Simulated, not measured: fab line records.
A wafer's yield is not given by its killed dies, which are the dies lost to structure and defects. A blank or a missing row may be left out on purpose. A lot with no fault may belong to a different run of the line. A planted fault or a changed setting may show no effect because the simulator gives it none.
fab line records	flow nand_harc
record lots=7	wafers=21	last_day=24
route steps=1159 shown A_WL_FILL@828 A_CONTACT@840 END@1159
lots with no fault: from the same line, run without faults
start_h: hours from the record's opening day to when the first of the lot's shown wafers began	wait_h: time in hours since the lot's previous step	" as in the row above	L1.1+2: a row that stands for several wafers	- no value present, or no start provided	* or withheld: withheld	< > ~ a bound
route shown NAME@n: a module of which the file shows steps, and the number in the route of the first	usual: the fault-free wafers' mean and standard deviation	same: alike in all rows	chamber/n: place in a boat	sites: the reading at each site	_std_site: their standard deviation	_edge_site: mean of outer sites minus mean of inner sites	radius_mm: how far each site lies from the wafer's centre	mask NAME#n: copy n	behind: the tool/chamber that last shaped the wafer	hold: why the lot was held/for how many hours/how that ended	device: transistor that didn't switch, given as n, p or np	end of line: at the end of the route, the tests of the same wafers	where a step has no rows: the recipe by itself	killed: dies lost to structure and defects at the first sort, not the wafer's yield	map: per-die view of a wafer (x killed, . not killed, _ where there is no die)
set.NAME: the run value of the setting; set.NAME@STEP: its run value at that earlier step	model.NAME: the simulator's own value behind a step, which no gauge read
certain route steps with their lots: each step a table, each wafer a row
services: a tool's chamber out of use, with start hour (start_h, from the record's first day; less than 0 if before it), hours out, and reason
## steps
# step NHARC_A_WL_FILL_CVD_23
# recipe target_thk_a=400	temp_c=620	pressure_mtorr=200	time_s=800	material=poly-Si
# step NHARC_A_WL_FILL_ETCHBACK_26
# recipe target_depth_a=520	time_s=13.3	hbr_flow_sccm=150	rf_w=350	icp_w=350	bias_w=60	chemistry=HBr
# step NHARC_A_WL_FILL_PRECLEAN_30
# recipe time_s=10	chemistry=dHF
# step NHARC_A_WL_FILL_SRD_14
# step NHARC_A_WL_FILL_ALD_19
# recipe target_thk_a=20	pulse_time_s=3	ald_cycles=100	temp_c=450	material=TiN
# step NHARC_A_WL_FILL_CVD_20
# recipe target_thk_a=750	temp_c=300	pressure_torr=40	wf6_flow_sccm=40	h2_flow_sccm=1600	ar_flow_sccm=1560	time_s=5064	material=W
# step NHARC_A_WL_FILL_CMP_12
# recipe t_overpolish_s=30	target_thk_nm=75
# step NHARC_A_WL_FILL_SRD_31
# step NHARC_A_WL_FILL_INSPECT_15
# usual raw_defect_count=421/140
lot.wafer	tool	chamber	start_h	wait_h	raw_defect_count
L219.1	defect_inspect-02	-	370.96	0.0	948
L219.5	"	-	"	"	551
L219.6	"	-	"	"	1026
L222.1	defect_inspect-01	-	396.38	0.0	346
L222.3	"	-	"	"	505
L222.4	"	-	"	"	255
L224.2	defect_inspect-01	-	419.19	0.0	252
L224.3	"	-	"	"	297
L224.5	"	-	"	"	325
L236.3	defect_inspect-01	-	475.13	0.0	286
L236.5	"	-	"	"	407
L236.6	"	-	"	"	463
L237.2	defect_inspect-01	-	486.55	0.0	342
L237.3	"	-	"	"	365
L237.6	"	-	"	"	418
L238.3	defect_inspect-02	-	493.45	0.0	284
L238.4	"	-	"	"	315
L238.5	"	-	"	"	240
L239.1	defect_inspect-02	-	494.15	0.0	427
L239.4	"	-	"	"	687
L239.5	"	-	"	"	597
# step NHARC_A_CONTACT_DEP_24
# recipe target_thk_a=5000	temp_c=400	pressure_torr=6.5	rf_w=900	teos_flow_sccm=161.4	flow_sccm=2650	target_thk_nm=500	gas=O2	material=SiO2
# usual chamber_pressure_Torr=6.500/0.013	heater_power_w=529/100	rf_fwd_power_W=898.3/2.9	throttle_valve_pct=15.6/0.86
lot.wafer	tool	chamber	start_h	wait_h	chamber_pressure_Torr	heater_power_w	rf_fwd_power_W	throttle_valve_pct
L219.1	pecvd-03	2	371.16	0.2	6.492	614	900.0	13.5
L219.5	"	0	"	"	6.515	533	903.2	15.5
L219.6	"	1	"	"	6.511	539	892.8	14.9
L222.1	pecvd-01	2	396.45	0.1	6.514	310	894.7	15.5
L222.3	"	0	"	"	6.491	621	902.1	15.6
L222.4	"	1	"	"	6.493	470	897.6	15.3
L224.2	pecvd-03	0	419.25	0.1	6.514	681	899.4	16.0
L224.3	"	2	"	"	6.498	554	897.1	13.7
L224.5	"	1	"	"	6.497	547	899.5	14.8
L236.3	pecvd-01	2	475.26	0.1	6.525	392	891.1	16.0
L236.6	"	1	"	"	6.471	513	888.4	15.4
L236.5	"	2	"	"	6.523	405	896.3	16.1
L237.2	pecvd-01	0	486.68	0.1	6.470	703	902.6	15.3
L237.3	"	1	"	"	6.500	488	896.3	15.9
L237.6	"	0	"	"	6.503	532	901.0	15.3
L238.3	pecvd-01	0	493.58	0.1	6.512	688	901.9	15.3
L238.4	"	0	"	"	6.497	529	899.3	15.3
L238.5	"	1	"	"	6.483	438	894.3	15.7
L239.1	pecvd-02	2	494.43	0.3	6.493	517	898.0	16.2
L239.5	"	1	"	"	6.500	464	902.4	16.8
L239.4	"	2	"	"	6.489	531	903.3	16.1
# step NHARC_A_CONTACT_DEP_28
# recipe target_thk_a=36000	temp_c=400	material=aC
# usual throttle_valve_pct=34.999/0.009
lot.wafer	tool	chamber	start_h	wait_h	throttle_valve_pct
L219.1	acl_dep-03	0	372.47	0.9	34.981
L219.5	"	0	373.92	2.3	35.005
L219.6	"	0	"	"	35.000
L222.1	acl_dep-02	0	397.79	0.8	35.001
L222.3	"	0	"	"	35.009
L222.4	"	0	"	"	34.999
L224.2	acl_dep-03	0	420.62	0.8	35.004
L224.3	"	0	"	"	35.013
L224.5	"	0	"	"	34.989
L236.3	acl_dep-02	0	476.56	0.8	35.001
L236.5	"	0	"	"	35.006
L236.6	"	0	"	"	35.002
L237.2	acl_dep-03	0	494.54	7.4	35.001
L237.3	"	0	"	"	35.008
L237.6	"	0	496.02	8.9	35.002
L238.3	acl_dep-03	0	497.12	3.1	34.992
L238.4	"	0	"	"	34.995
L238.5	"	0	"	"	35.002
L239.1	acl_dep-03	0	498.59	3.7	34.998
L239.4	"	0	499.69	4.8	34.995
L239.5	"	0	"	"	35.000
# step NHARC_A_CONTACT_DEP_29
# recipe target_thk_a=700	target_thk_nm=70	temp_c=400	pressure_torr=3.5	flow_sccm=200	rf_w=350	material=SiON
# usual chamber_pressure_Torr=3.500/0.0075	heater_power_w=736/97	rf_fwd_power_W=348.2/1.2
lot.wafer	tool	chamber	start_h	wait_h	chamber_pressure_Torr	heater_power_w	rf_fwd_power_W
L219.1	pecvd-03	1	374.70	1.9	3.507	639	347.9
L219.6	"	0	"	"	3.492	774	349.5
L219.5	"	1	"	"	3.494	641	347.1
L222.1	pecvd-03	1	400.06	1.9	3.504	650	346.6
L222.3	"	0	"	"	3.490	821	350.0
L222.4	"	0	"	"	3.494	793	348.7
L224.2	pecvd-03	0	422.48	1.5	3.515	837	349.6
L224.3	"	1	"	"	3.500	745	346.8
L224.5	"	2	"	"	3.500	861	347.8
L236.3	pecvd-02	2	478.20	1.3	3.495	652	347.1
L236.5	"	1	"	"	3.504	637	349.2
L236.6	"	2	"	"	3.493	651	347.2
L237.3	pecvd-02	0	496.44	1.2	3.505	824	347.6
L237.2	"	1	"	"	3.500	619	348.4
L237.6	"	0	"	"	3.500	829	349.0
L238.3	pecvd-02	1	498.65	1.2	3.511	718	348.2
L238.4	"	0	"	"	3.499	862	350.7
L238.5	"	2	"	"	3.503	691	347.3
L239.1	pecvd-02	1	500.84	1.9	3.503	672	348.5
L239.4	"	0	"	"	3.498	848	347.7
L239.5	"	2	"	"	3.505	688	347.6
# step NHARC_A_CONTACT_DEHYDRATE_32
# recipe temp_c=150	time_s=120
# step NHARC_A_CONTACT_HMDS_33
# recipe time_s=30
# step NHARC_A_CONTACT_COAT_34
# recipe temp_c=260	time_s=75
# step NHARC_A_CONTACT_COAT_35
# recipe temp_c=225	time_s=65
# step NHARC_A_CONTACT_COAT_36
# recipe spin_rpm=1500	resist_thk_nm=90
# step NHARC_A_CONTACT_SOFTBAKE_37
# recipe temp_c=105	time_s=55
# step NHARC_A_CONTACT_EBR_38
# step NHARC_A_CONTACT_EXPOSE_39
# recipe na=1.35	sigma_outer=0.8	dose_mj=58.79	mask_id=A_CC_3
# step NHARC_A_CONTACT_PEB_40
# recipe peb_temp_c=100	peb_time_s=65
# step NHARC_A_CONTACT_DEVELOP_41
# recipe develop_time_s=35	dev_temp_c=23
# step NHARC_A_CONTACT_CD_MEAS_42
# recipe target_cd_nm=200	landing_energy_ev=500
# usual cd_nm=200.2/0.51
lot.wafer	tool	chamber	start_h	wait_h	cd_nm
L219.1	cd_sem-01	0	375.39	-	200.0
L219.5	"	0	"	"	200.3
L219.6	"	0	"	"	199.8
L222.1	cd_sem-02	0	400.66	-	200.6
L222.3	"	0	"	"	199.8
L222.4	"	0	"	"	200.0
L224.2	cd_sem-02	0	423.21	-	199.8
L224.3	"	0	"	"	199.7
L224.5	"	0	"	"	200.2
L236.3	cd_sem-02	0	478.77	-	200.4
L236.5	"	0	"	"	199.4
L236.6	"	0	"	"	201.0
L237.2	cd_sem-02	0	497.01	-	199.7
L237.3	"	0	"	"	199.4
L237.6	"	0	"	"	200.3
L238.3	cd_sem-03	0	499.22	-	200.2
L238.4	"	0	"	"	200.5
L238.5	"	0	"	"	200.4
L239.1	cd_sem-01	0	501.53	-	200.2
L239.4	"	0	"	"	199.4
L239.5	"	0	"	"	200.6
# step NHARC_A_CONTACT_OVL_MEAS_43
# usual overlay_x_nm=0.2/0.76	overlay_y_nm=-0.1/0.81
lot.wafer	tool	chamber	start_h	wait_h	overlay_x_nm	overlay_y_nm
L219.1	overlay-01	-	375.48	-	1.6	-0.9
L219.5	"	-	"	"	1.6	-1.0
L219.6	"	-	"	"	1.2	-0.4
L222.1	overlay-01	-	400.75	-	-0.3	-1.0
L222.3	"	-	"	"	-1.1	-0.4
L222.4	"	-	"	"	-0.6	-0.5
L224.2	overlay-01	-	423.30	-	-0.6	0.6
L224.3	"	-	"	"	-0.8	0.4
L224.5	"	-	"	"	-0.9	0.9
L236.3	overlay-02	-	478.87	-	-0.3	0.2
L236.5	"	-	"	"	-0.3	0.3
L236.6	"	-	"	"	0.3	0.2
L237.2	overlay-02	-	497.10	-	1.7	-0.7
L237.3	"	-	"	"	1.6	-0.5
L237.6	"	-	"	"	1.4	-0.5
L238.3	overlay-02	-	499.30	-	0.7	0.5
L238.4	"	-	"	"	0.6	0.2
L238.5	"	-	"	"	-0.1	0.4
L239.1	overlay-02	-	501.62	-	0.7	-0.8
L239.4	"	-	"	"	0.9	-0.9
L239.5	"	-	"	"	1.1	-1.0
# step NHARC_A_CONTACT_DESCUM_47
# recipe time_s=3	o2_flow_sccm=200	ar_flow_sccm=0	bias_power_w=0	chemistry=O2
# step NHARC_A_CONTACT_ETCH_48
# recipe target_depth_a=390	over_etch_frac=0.3	time_s=65	ion_energy_ev=80	cf4_flow_sccm=150	ar_flow_sccm=0	rf_w=300	bias_w=100	chemistry=CF4
# step NHARC_A_CONTACT_ETCH_49
# recipe target_depth_a=2600	over_etch_frac=0.3	time_s=475.3	ion_energy_ev=200	n2_flow_sccm=150	h2_flow_sccm=150	ar_flow_sccm=0	rf_w=400	bias_w=150	chemistry=N2/H2
# usual bias_w=150.0/0.44	drypump_motor_current_A=5.8/0.4	oes_product_au=1.003/0.013	rf_fwd_power_W=399.4/1.3	rf_vpp_V=430/3.4	showerhead_plenum_p_Torr=2.04/0.12	throttle_valve_pct=14.172/0.0091
lot.wafer	tool	chamber	start_h	wait_h	bias_w	drypump_motor_current_A	oes_product_au	rf_fwd_power_W	rf_hours_counter_h	rf_vpp_V	showerhead_plenum_p_Torr	throttle_valve_pct
L219.1	rie_diel-12	1	-	-	150.8	5.4	1.021	400.1	29	429	1.95	14.157
L219.5	"	2	"	"	150.5	6.0	0.987	399.4	-	434	2.18	14.181
L219.6	"	3	"	"	150.3	6.0	1.027	401.0	-	433	2.11	14.156
L222.1	rie_diel-12	2	-	-	149.3	5.9	1.029	401.3	3	435	2.18	14.173
L222.4	"	3	"	"	150.1	6.0	0.998	398.4	3	433	2.11	14.169
L222.3	"	0	"	"	150.0	6.1	0.996	399.7	4	426	1.89	14.177
L224.3	rie_diel-12	2	-	-	150.5	6.0	1.036	398.2	6	435	2.18	14.165
L224.2	"	0	"	"	149.5	6.1	0.986	399.9	7	426	1.88	14.168
L224.5	"	3	"	"	150.5	6.0	0.997	398.4	-	433	2.11	14.160
L236.3	rie_diel-12	3	-	-	149.7	5.9	1.012	399.6	18	433	2.10	14.155
L236.5	"	1	"	"	149.9	5.4	1.007	399.4	-	429	1.94	14.164
L236.6	"	2	"	"	149.4	6.0	1.021	394.9	-	434	2.18	14.165
L237.3	rie_diel-12	3	-	-	150.2	6.0	1.012	401.4	19	431	2.10	14.172
L237.2	"	0	"	"	149.9	6.1	0.989	402.4	21	426	1.88	14.181
L237.6	"	3	"	"	151.1	5.9	1.018	399.3	-	433	2.10	14.165
L238.3	rie_diel-02	1	-	-	149.1	5.4	1.012	401.0	63	425	1.87	14.167
L238.4	"	3	"	"	150.3	6.7	1.001	398.1	56	433	2.13	14.175
L238.5	"	1	"	"	150.2	5.4	1.009	401.8	-	428	1.87	14.177
L239.1	rie_diel-12	1	-	-	151.0	5.4	0.993	398.8	21	429	1.94	14.180
L239.4	"	3	"	"	150.1	5.9	1.010	399.0	20	432	2.10	14.174
L239.5	"	1	"	"	150.3	5.4	1.005	397.6	-	426	1.94	14.175
# step NHARC_A_CONTACT_ETCH_50
# recipe target_depth_a=847	time_s=42.4	cf4_flow_sccm=100	chf3_flow_sccm=30	ar_flow_sccm=0	rf_w=500	bias_w=200	chemistry=CF4/CHF3
# usual bias_w=200.0/0.62	cf4_flow_sccm=100.02/0.26	drypump_motor_current_A=5.9/0.42	oes_product_au=0.955/0.023	rf_fwd_power_W=494.4/1.5	rf_vpp_V=370/3	showerhead_plenum_p_Torr=1.57/0.086	throttle_valve_pct=16.803/0.01
lot.wafer	tool	chamber	start_h	wait_h	bias_w	cf4_flow_sccm	drypump_motor_current_A	oes_product_au	rf_fwd_power_W	rf_hours_counter_h	rf_vpp_V	showerhead_plenum_p_Torr	throttle_valve_pct
L219.1	rie_diel-12	0	-	-	199.8	100.19	6.1	0.934	493.3	30	365	1.46	16.800
L219.6	"	1	"	"	200.9	100.01	5.4	0.941	493.8	-	368	1.51	16.793
L219.5	"	2	"	"	199.8	100.14	6.0	0.912	494.7	-	375	1.67	16.810
L222.1	rie_diel-12	3	-	-	199.5	99.88	6.0	0.994	497.3	3	373	1.62	16.801
L222.3	"	0	"	"	199.6	99.75	6.1	0.959	497.0	4	366	1.46	16.802
L222.4	"	1	"	"	199.8	100.06	5.4	0.966	492.8	4	370	1.51	16.788
L224.3	rie_diel-12	1	-	-	200.3	99.81	5.4	0.973	493.8	7	368	1.51	16.801
L224.2	"	0	"	"	199.5	100.11	6.1	0.958	495.1	7	367	1.46	16.794
L224.5	"	1	"	"	199.6	99.77	5.4	0.972	492.4	-	368	1.51	16.809
L236.3	rie_diel-12	2	-	-	200.1	100.11	6.0	0.970	493.4	18	373	1.67	16.802
L236.5	"	3	"	"	200.7	99.34	6.0	0.963	490.6	-	371	1.62	16.812
L236.6	"	0	"	"	199.6	100.13	6.1	0.963	494.5	-	366	1.46	16.785
L237.2	rie_diel-12	3	-	-	200.9	99.52	6.0	0.940	495.3	20	373	1.62	16.798
L237.3	"	1	"	"	200.0	100.14	5.4	0.952	494.6	20	368	1.51	16.814
L237.6	"	0	"	"	201.2	99.89	6.1	0.934	491.7	-	366	1.46	16.812
L238.3	rie_diel-02	2	-	-	200.3	100.30	6.4	0.928	495.5	60	374	1.68	16.789
L238.4	"	0	"	"	199.9	100.13	5.4	0.916	492.6	58	374	1.62	16.792
L238.5	"	3	"	"	200.7	100.21	6.7	0.928	496.3	-	374	1.64	16.818
L239.1	rie_diel-12	0	-	-	200.7	100.46	6.1	0.953	493.6	22	366	1.46	16.803
L239.4	"	1	"	"	200.0	100.52	5.4	0.960	493.4	21	368	1.51	16.807
L239.5	"	1	"	"	200.8	99.94	5.4	0.966	494.5	-	367	1.51	16.802
# step NHARC_A_CONTACT_ETCH_51
# recipe target_depth_a=36000	over_etch_frac=0.3	time_s=936	ion_energy_ev=150	o2_flow_sccm=400	cos_flow_sccm=20	ar_flow_sccm=0	rf_w=500	bias_w=300	chemistry=O2/COS
# step NHARC_A_CONTACT_ETCH_111
# recipe source_w=withheld	pressure_mtorr=20	bias_v=withheld	time_s=140	target_depth_a=7000	ar_flow_sccm=withheld	c4f8_flow_sccm=withheld	o2_flow_sccm=withheld	chemistry=C4F8/O2/Ar
# step NHARC_A_CONTACT_ETCH_112
# recipe source_w=withheld	pressure_mtorr=20	bias_v=3000	time_s=94	target_depth_a=9220	ar_flow_sccm=withheld	c4f8_flow_sccm=withheld	o2_flow_sccm=withheld	chemistry=C4F8/O2/Ar
# step NHARC_A_CONTACT_ETCH_113
# recipe source_w=withheld	pressure_mtorr=20	bias_v=3000	time_s=94	target_depth_a=9220	ar_flow_sccm=withheld	c4f8_flow_sccm=withheld	o2_flow_sccm=withheld	chemistry=C4F8/O2/Ar
lot.wafer	tool	chamber	start_h	wait_h	rf_hours_counter_h
L219.1	har_cap_etch-02	0	377.17	0.1	10
L219.5	"	1	"	"	-
L219.6	"	0	"	"	-
L222.1	har_cap_etch-03	1	402.40	0.1	87
L222.4	"	1	"	"	-
L222.3	"	0	"	"	-
L224.2	har_cap_etch-02	1	424.96	0.1	18
L224.3	"	1	"	"	-
L224.5	"	1	"	"	-
L236.3	har_cap_etch-01	1	480.97	0.1	-
L236.5	"	1	"	"	-
L236.6	"	0	"	"	-
L237.2	har_cap_etch-02	0	498.79	0.1	32
L237.3	"	0	"	"	-
L237.6	"	1	"	"	-
L238.4	har_cap_etch-03	0	501.10	0.1	-
L238.3	"	1	"	"	-
L238.5	"	0	"	"	-
L239.1	har_cap_etch-01	1	503.37	0.1	85
L239.4	"	0	"	"	-
L239.5	"	0	"	"	-
# step NHARC_A_CONTACT_ETCH_114
# recipe source_w=withheld	pressure_mtorr=20	bias_v=3000	time_s=94	target_depth_a=9220	ar_flow_sccm=withheld	c4f8_flow_sccm=withheld	o2_flow_sccm=withheld	chemistry=C4F8/O2/Ar
# step NHARC_A_CONTACT_ETCH_115
# recipe source_w=withheld	pressure_mtorr=20	bias_v=3000	time_s=94	target_depth_a=9220	ar_flow_sccm=withheld	c4f8_flow_sccm=withheld	o2_flow_sccm=withheld	chemistry=C4F8/O2/Ar
# step NHARC_A_CONTACT_ETCH_116
# recipe source_w=withheld	pressure_mtorr=20	bias_v=3000	time_s=94	target_depth_a=9220	ar_flow_sccm=withheld	c4f8_flow_sccm=withheld	o2_flow_sccm=withheld	chemistry=C4F8/O2/Ar
# step NHARC_A_CONTACT_ETCH_117
# recipe source_w=withheld	pressure_mtorr=20	bias_v=3000	time_s=94	target_depth_a=9220	ar_flow_sccm=withheld	c4f8_flow_sccm=withheld	o2_flow_sccm=withheld	chemistry=C4F8/O2/Ar
# step NHARC_A_CONTACT_ETCH_118
# recipe source_w=withheld	pressure_mtorr=20	bias_v=3000	time_s=94	target_depth_a=9220	ar_flow_sccm=withheld	c4f8_flow_sccm=withheld	o2_flow_sccm=withheld	chemistry=C4F8/O2/Ar
# step NHARC_END_SORT_01
# recipe temp_c=25
# usual killed_at_array=29/11	killed_at_other=0.6/1	killed_at_periphery=3.1/2.1	killed_dies=33/11	killed_open=3.1/1.9	killed_short=1.9/1.5
# same gross_dies=677
lot.wafer	tool	chamber	start_h	wait_h	killed_at_array	killed_at_other	killed_at_periphery	killed_dies	killed_open	killed_short
L222.1	prober-01	0	471.48	2.5	33	1	3	37	8	2
L222.3	prober-01	0	473.12	3.2	24	0	2	26	0	1
L222.4	prober-01	0	473.94	3.5	19	1	8	28	4	1
L236.3	prober-02	0	558.40	3.1	128	1	1	130	3	2
L236.5	prober-02	0	560.02	3.7	142	0	2	144	4	3
L236.6	prober-02	0	560.83	4.1	138	0	1	139	1	1
L237.2	prober-01	0	573.73	2.8	141	0	3	144	3	1
L237.3	prober-01	0	574.53	3.1	140	1	4	145	7	4
L237.6	prober-01	0	576.94	4.0	130	0	6	136	6	1
L238.3	prober-02	0	574.55	3.1	139	0	0	139	3	2
L238.4	prober-02	0	575.35	3.4	145	0	2	147	4	3
L238.5	prober-02	0	576.15	3.7	139	0	2	141	4	2
# killed by level:class
L222.1 A_SLIT:chamber_film_flake=14 A_CONTACT:chamber_film_flake=3 A_CHANNEL_HOLE_D1:chamber_film_flake=2 A_M0:chamber_film_flake=2 P_CONTACT:geometric_particle:open=1 P_M1:geometric_particle:open=1 A_SOURCE_PLATE:geometric_particle:open=1 A_ONON_D1:geometric_particle:open=1
L222.3 A_SLIT:chamber_film_flake=14 A_STAIRCASE:chamber_film_flake=3 A_CHANNEL_HOLE_D1:chamber_film_flake=2 A_WL_FILL:chamber_film_flake=2 A_M0:chamber_film_flake=2 P_CONTACT:geometric_particle:short=1 P_ZERO_WELL:chamber_film_flake=1 A_CONTACT:chamber_film_flake=1
L222.4 A_SLIT:chamber_film_flake=6 A_CHANNEL_HOLE_D1:chamber_film_flake=4 P_STI:chamber_film_flake=3 A_CONTACT:chamber_film_flake=3 P_ZERO_WELL:chamber_film_flake=2 A_M0:chamber_film_flake=2 P_GATE:geometric_particle:open=1 P_M1:geometric_particle:open=1
L236.3 A_CONTACT:unspecified=95 A_SLIT:chamber_film_flake=12 A_CHANNEL_HOLE_D1:chamber_film_flake=6 A_STAIRCASE:chamber_film_flake=5 A_CONTACT:chamber_film_flake=4 A_CHANNEL_HOLE_D1:geometric_particle:open=1 A_CHANNEL_FILL_D1:geometric_particle:open=1 A_WL_FILL:geometric_particle:short=1
L236.5 A_CONTACT:unspecified=106 A_SLIT:chamber_film_flake=22 A_STAIRCASE:chamber_film_flake=4 A_CHANNEL_HOLE_D1:chamber_film_flake=3 P_GATE:geometric_particle:open=2 A_M0:geometric_particle:short=2 A_CONTACT:chamber_film_flake=2 A_SOURCE_PLATE:geometric_particle:open=1
L236.6 A_CONTACT:unspecified=98 A_SLIT:chamber_film_flake=16 A_CHANNEL_HOLE_D1:chamber_film_flake=12 A_CONTACT:chamber_film_flake=7 A_STAIRCASE:chamber_film_flake=3 P_M0:geometric_particle:open=1 A_CHANNEL_HOLE_D1:geometric_particle:short=1 A_WL_FILL:chamber_film_flake=1
L237.2 A_CONTACT:unspecified=101 A_CHANNEL_HOLE_D1:chamber_film_flake=25 A_CONTACT:chamber_film_flake=6 A_SGD_CUT:chamber_film_flake=4 P_M0:geometric_particle:short=1 P_BONDPAD:geometric_particle:open=1 A_CONTACT:geometric_particle:open=1 A_M1:geometric_particle:open=1
L237.3 A_CONTACT:unspecified=100 A_CHANNEL_HOLE_D1:chamber_film_flake=19 A_CONTACT:chamber_film_flake=6 A_M0:geometric_particle:open=3 A_SGD_CUT:chamber_film_flake=3 A_CONTACT:geometric_particle:open=2 P_M1:chamber_film_flake=2 P_GATE:geometric_particle:short=1
L238.3 A_CONTACT:unspecified=103 A_SLIT:chamber_film_flake=17 A_CHANNEL_HOLE_D1:chamber_film_flake=10 A_WL_FILL:geometric_particle:short=2 A_STAIRCASE:chamber_film_flake=2 A_WL_FILL:geometric_particle:open=1 A_CONTACT:geometric_particle:open=1 A_M1:geometric_particle:open=1
L238.4 A_CONTACT:unspecified=104 A_SLIT:chamber_film_flake=18 A_CHANNEL_HOLE_D1:chamber_film_flake=8 A_STAIRCASE:chamber_film_flake=4 A_CONTACT:chamber_film_flake=3 A_M0:geometric_particle:open=2 A_WL_FILL:chamber_film_flake=2 P_M0:geometric_particle:open=1
L238.5 A_CONTACT:unspecified=97 A_SLIT:chamber_film_flake=15 A_CHANNEL_HOLE_D1:chamber_film_flake=7 A_STAIRCASE:chamber_film_flake=6 A_CONTACT:chamber_film_flake=6 A_WL_FILL:chamber_film_flake=2 A_CHANNEL_HOLE_D1:geometric_particle:open=1 A_SGD_CUT:geometric_particle:short=1
L237.6 A_CONTACT:unspecified=93 A_CHANNEL_HOLE_D1:chamber_film_flake=22 A_CONTACT:chamber_film_flake=7 A_SGD_CUT:chamber_film_flake=4 P_CONTACT:geometric_particle:open=2 P_M1:chamber_film_flake=2 P_STI:geometric_particle:open=1 P_GATE:geometric_particle:open=1
# map L236.5 (x killed, . not)
____________x____________
_________......._________
_______.x........._______
______x............______
_____..xx...x......._____
____..xx.x...........____
____..xxxx.x.........____
___..x.xx.............___
___.x.x....x..........___
__...xx................__
__..x...x.....x........__
_....x.....x............_
_............x.........._
_x.......xxxxx.x........_
_.......xxxxxxxx........_
_.......xxxxxxxx........_
........xxxxxxxx.........
.......xxxxxxxxxx........
........xxxxxxxx.x.......
........xxxxxxxxx........
..x.....xxxxxxxxx........
_.......xxxxxxxxx......._
_.......xxxxxxxx........_
_.......xxxxxxxxx......._
_........xxxxxxx.x.x...._
_.......x.xx.xx....x...._
__........x............__
__..............x......__
___....x..............___
___.x.................___
____...x.............____
____..........x......____
_____..............._____
______.............______
_______..........._______
_________......._________
____________.____________
# map L237.3 (x killed, . not)
____________.____________
_________x.....x_________
_______......x..x._______
______.x.x.........______
_____xxxx..........._____
____.x..x............____
____..xx.xx..........____
___....xxx...x........___
___.....x..x.........x___
__..x.xxxx.............__
__.....x.........x..x..__
_......................._
_.......x..............._
_.........x.........x..._
_...x..................._
_......x................_
...................x.....
.........................
................x........
.........................
...........x.............
_......................._
_......................._
_...........xxxxxx......_
_.......x..xxxxxx..x...._
_..........xxxxxx......._
__........xxxxxxxx.x...__
__........xxxxxxxx.....__
___......x.xxxxxxxx...___
___.......xxxxxxxxxx..___
____......xxxxxxxxx..____
____.......xxxxxxx...____
_____....xxxxxxxxxxx_____
______x...xxxxxxxx.______
_______.xx.xxxxxxx_______
_________..xxxxx_________
____________.____________
## services
tool	chamber	start_h	hours	kind
acl_dep-02	-	349.23	13.0	pm
rie_diel-12	0	358.53	-	clean
rie_diel-12	1	358.53	-	clean
rie_diel-12	2	358.53	-	clean
rie_diel-12	3	358.53	-	clean
pecvd-01	0	360.10	13.8	repair
pecvd-02	-	369.11	0.8	repair
rie_diel-02	-	378.95	0.4	repair
rie_diel-12	-	379.48	9.0	pm
rie_diel-12	0	379.48	9.0	vent_cycle
rie_diel-12	1	379.48	9.0	vent_cycle
rie_diel-12	2	379.48	9.0	vent_cycle
rie_diel-12	3	379.48	9.0	vent_cycle
rie_diel-12	0	388.48	-	clean
rie_diel-12	1	388.48	-	clean
pecvd-03	0	403.70	2.4	repair
acl_dep-03	-	405.44	13.0	pm
pecvd-01	-	418.44	13.0	pm
pecvd-01	2	466.49	4.1	repair
rie_diel-12	0	468.07	3.5	repair
pecvd-01	-	470.73	0.7	repair
pecvd-03	-	473.13	13.0	pm
pecvd-03	-	490.75	6.1	repair
acl_dep-02	-	495.19	6.9	repair
## key
first_sign step=NHARC_END_SORT_01	reading=killed_at_array	direction=up	sigmas=10	usual=29	struck=138
effect step=NHARC_END_SORT_01	reading=killed_dies	direction=up	sigmas=10	usual=33	struck=141
more_kills_born_at NHARC_A_CONTACT_DEP_24@pecvd-01=897
met_at NHARC_A_CONTACT_DEP_24
struck_wafers L236.3,L236.5,L236.6,L237.2,L237.3,L237.6,L238.3,L238.4,L238.5
tester_left_out L236,L237,L238
onset_between 396.45 475.26
fault kind=chamber_particle_source	tool=pecvd-01	chamber=-	onset_h=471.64	steps=NHARC_A_CONTACT_DEP_24	rate_per_visit_cm2=1.925	end_h=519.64
# tester_left_out: of these lots the tester's yield and bins aren't shown, on N5 and GAA mostly nor the transistor test; their killed dies are dies lost to structure and defects alone, not to doping, threshold or leakage, so they don't give the yield
